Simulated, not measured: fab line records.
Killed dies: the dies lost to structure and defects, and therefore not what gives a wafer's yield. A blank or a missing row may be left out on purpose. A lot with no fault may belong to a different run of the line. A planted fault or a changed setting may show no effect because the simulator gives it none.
Which tool did it? | flow n5Finfet | 36 wafers from 12 lots sampled at 3 of the route's 1938 steps

== WHAT EACH GAUGE READ, for each wafer ==
N5_BEOL_M8_INSPECT_58: inspects for defects (darkfield).
lot  | measured     | on               | rawDefectCount
L075 | day 9 14:07  | defectInspect-01 | 56 59 54
L077 | day 10 01:44 | defectInspect-02 | 69 62 86
L079 | day 10 17:38 | defectInspect-02 | 82 60 80
L081 | day 11 03:53 | defectInspect-01 | 83 79 43
L083 | day 11 20:53 | defectInspect-01 | 63 81 64
L084 | day 12 03:37 | defectInspect-02 | 43 60 34
L087 | day 12 20:47 | defectInspect-02 | 70 69 94
L089 | day 12 23:19 | defectInspect-02 | 32 32 50
L091 | day 13 14:49 | defectInspect-01 | 70 74 40
L094 | day 14 17:29 | defectInspect-01 | 84 91 92
L095 | day 14 18:13 | defectInspect-01 | 45 59 40
L097 | day 15 12:07 | defectInspect-01 | 56 59 58

== TOOL THAT RAN EACH LOT (tool first, then ch and the chambers of the sampled wafers, then the start) ==
lot  | N5_BEOL_M8_STRIP_80                          | N5_BEOL_M8_PRE_CLEAN_45
L075 | rieDiel-04 ch 1,3, day 9 12:08 or earlier    | pvdSputter-02, day 9 12:08
L077 | rieDiel-04 ch 0,3, day 9 23:57 or earlier    | pvdSputter-03, day 9 23:57
L079 | rieDiel-05 ch 1,2,3, day 10 14:41 or earlier | pvdSputter-01, day 10 14:41
L081 | rieDiel-06 ch 2,3, day 11 01:01 or earlier   | pvdSputter-01, day 11 01:01
L083 | rieDiel-06 ch 0,2, day 11 18:49 or earlier   | pvdSputter-02, day 11 18:49
L084 | rieDiel-05 ch 0,1,2, day 12 01:48 or earlier | pvdSputter-03, day 12 01:48
L087 | rieDiel-04 ch 0,1,3, day 12 18:41 or earlier | pvdSputter-02, day 12 18:41
L089 | rieDiel-06 ch 0,2,3, day 12 19:53 or earlier | pvdSputter-03, day 12 19:53
L091 | rieDiel-04 ch 0,2,3, day 13 13:07 or earlier | pvdSputter-02, day 13 13:07
L094 | rieDiel-04 ch 0,2,3, day 14 15:40 or earlier | pvdSputter-02, day 14 15:40
L095 | rieDiel-04 ch 0,2, day 14 16:33 or earlier   | pvdSputter-01, day 14 16:33
L097 | rieDiel-05 ch 2,3, day 15 10:07 or earlier   | pvdSputter-01, day 15 10:07
- N5_BEOL_M8_STRIP_80: strips in N2/H2, time 10 s.
- N5_BEOL_M8_PRE_CLEAN_45: time 30 s.

== THE ANSWER, worked out from the rows above alone ==
Rule: what is usual is taken from the lots themselves. Put in order of their means at a reading, lots are off if they are a third of the lots or fewer, leave a main group of 4 or more, and stand apart from it by a gap of 3 or more times the standard deviation of the main group's means; of several such gaps the widest counts. The tables above print the reading to a certain number of digits; a main group whose means all agree to those digits is not used. A lot without any number at a reading at which 4 lots or more have one is off too. Where the step has rows for the other lots, those lots are counted as sound.
None of the lots is off at any reading shown; this tells nothing.

== WHAT THE SIMULATOR HAD INSERTED ==
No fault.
